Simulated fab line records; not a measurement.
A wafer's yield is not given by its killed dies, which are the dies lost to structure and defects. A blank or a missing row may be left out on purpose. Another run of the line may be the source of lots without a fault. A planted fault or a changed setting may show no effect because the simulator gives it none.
One fault seen from 2 desks -- flow n5Finfet -- what lay behind the numbers comes last; until then each desk has only its own

## AT THE TOOL OWNER'S DESK: rieDiel-05
The tool's own readings at N5_BEOL_M9_ETCH_62 (etches SOC in N2/H2, target depth 110 nm, overetch 22 nm, time 165 s): means of the sampled wafers that have a number, for each lot that ran on this tool. If a lot's mean is further than 4 standard deviations from the usual mean, the lot is out of limits and carries the mark OUT (the distance appears in the brackets).
Columns: A = drypumpMotorCurrentA at N5_BEOL_M9_ETCH_62, usual 5.8 A; B = oesProductAu at N5_BEOL_M9_ETCH_62, usual 0.67 a.u.; C = rfVppV at N5_BEOL_M9_ETCH_62, usual 523.1 V; D = showerheadPlenumPTorr at N5_BEOL_M9_ETCH_62, usual 2.51 Torr; E = tempC at N5_BEOL_M9_ETCH_62, usual 40.00 C; F = throttleValvePct at N5_BEOL_M9_ETCH_62, usual 17.90 %
lot,first seen here,A,B,C,D,E,F
L265,day 12 17:02,5.8,0.65,523.9,2.53,39.93,17.83
L271,day 13 09:26,6.0,0.67,523.0,2.50,39.93,17.76
L281,day 16 07:30,6.2,0.68,523.2,2.50,39.94,17.91
L280,day 16 14:39,5.5,0.73,524.5,2.54,39.85,17.60
L285,day 17 12:31,6.0,0.66,522.6,2.51,40.04,17.89
L286,day 18 03:43,5.9,0.70,523.2,2.50,40.08,17.78
Finding of this desk: none of the 6 lots has anything out of limits.

## METROLOGY DESK
Means of the sampled wafers that have a number, per lot and without regard to the tool the lot ran on: this is what the gauges read. If a lot's mean is further than 4 standard deviations from the usual mean, the lot is out of limits and carries the mark OUT (the distance appears in the brackets).
Columns: A = cdNm at N5_BEOL_M9_CD_MEAS_35, usual 69.9 nm
lot,first seen here,A
L263,day 11 13:19,69.4
L265,day 12 18:40,69.8
L271,day 13 14:31,71.2
L278,day 15 21:16,69.9
L281,day 16 09:18,70.4
L280,day 16 18:56,70.2
L285,day 17 14:15,68.9
L284,day 17 21:22,69.6
L286,day 18 05:14,70.1
L283,day 18 06:50,70.1
Finding of this desk: none of the 10 lots has anything out of limits.

## BROUGHT TOGETHER
Nothing out of limits was seen by the tool owner's desk.
At the metrology desk, nothing out of limits was observed.

## WHAT THE SIMULATOR HAD INSERTED
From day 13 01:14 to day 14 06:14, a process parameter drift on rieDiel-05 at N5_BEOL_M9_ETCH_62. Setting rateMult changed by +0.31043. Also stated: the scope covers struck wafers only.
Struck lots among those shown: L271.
